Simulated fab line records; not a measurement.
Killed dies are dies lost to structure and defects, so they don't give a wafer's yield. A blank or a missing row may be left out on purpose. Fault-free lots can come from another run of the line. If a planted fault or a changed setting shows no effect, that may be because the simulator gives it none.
One fault through the eyes of 2 desks :: flow nand harc :: each desk holds nothing but its own numbers, with what lay behind them at the end

## AT THE TOOL OWNER'S DESK: cmp-04
The tool's own readings at NHARC_A_M0_CMP_23 (polishes, t overpolish 20 s, target thk 113.75 nm): means of the sampled wafers that have a number, for each lot that ran on this tool. Marked OUT: a lot whose mean sits more than 4 standard deviations from the usual mean, which makes it out of limits; the brackets give that distance.
Columns: A = edge zone pressure frac at NHARC_A_M0_CMP_23, usual 1.001; B = motor current A at NHARC_A_M0_CMP_23, usual 12.1 A; C = time to endpoint s at NHARC_A_M0_CMP_23, usual 29.0 s
lot: L894
first seen here: day 23 18:03
A: 1.006
B: 10.8
C: 29.1

lot: L895
first seen here: day 24 10:04
A: 0.995
B: 12.5
C: 29.3

lot: L905
first seen here: day 27 15:35
A: 1.000
B: 10.3
C: 31.7

lot: L904
first seen here: day 28 00:51
A: 1.001
B: 12.8
C: 32.2

lot: L913
first seen here: day 31 09:56
A: 0.999
B: 11.4
C: 30.4

lot: L916
first seen here: day 31 22:20
A: 0.997
B: 10.9
C: 29.7
This desk found nothing out of limits on any of the 6 lots.

## THE DEFECT DESK
Inspection counts along the route, by lot: the mean over sampled wafers that carry a number. Marked OUT: a lot whose mean sits more than 4 standard deviations from the usual mean, which makes it out of limits; the brackets give that distance.
Columns: A = raw defect count at NHARC_A_BLC_INSPECT_28, usual 548; B = raw defect count at NHARC_A_M0_INSPECT_27, usual 576
lot: L893
first seen here: day 22 11:02
A: 517
B: 581

lot: L894
first seen here: day 23 14:57
A: 475
B: 509

lot: L895
first seen here: day 24 07:04
A: 714
B: 649

lot: L905
first seen here: day 27 12:38
A: 515
B: 1755 (+7.9) OUT

lot: L906
first seen here: day 27 19:45
A: 520
B: 492

lot: L904
first seen here: day 27 21:29
A: 428
B: 2253 (+11) OUT

lot: L911
first seen here: day 30 06:05
A: 547
B: 579

lot: L912
first seen here: day 31 01:44
A: 624
B: 653

lot: L913
first seen here: day 31 06:48
A: 734
B: 527

lot: L914
first seen here: day 31 08:04
A: 562
B: 631

lot: L915
first seen here: day 31 13:23
A: 599
B: 571

lot: L916
first seen here: day 31 19:18
A: 521
B: 373
Finding of this desk: L904, L905 out of limits; the first was L905 at day 27 16:04, on raw defect count at NHARC_A_M0_INSPECT_27. L893, L894, L895, L906, L911, L912, L913, L914, L915, L916: within limits.

## TAKEN TOGETHER
The defect desk could have raised an alarm at day 27 16:04, on L904, L905.
The desk of the tool owner found nothing out of limits.
Tool owner's desk: L904, L905 on record, inside its limits.
On cmp-04, each named lot ran NHARC_A_M0_CMP_23.

## WHAT THE SIMULATOR HAD INSERTED
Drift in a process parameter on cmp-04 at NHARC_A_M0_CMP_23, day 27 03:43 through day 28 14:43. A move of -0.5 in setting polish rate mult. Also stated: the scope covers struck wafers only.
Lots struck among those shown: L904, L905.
Hours from the fault's start to each desk's first reading out of limits: the defect desk, 12.
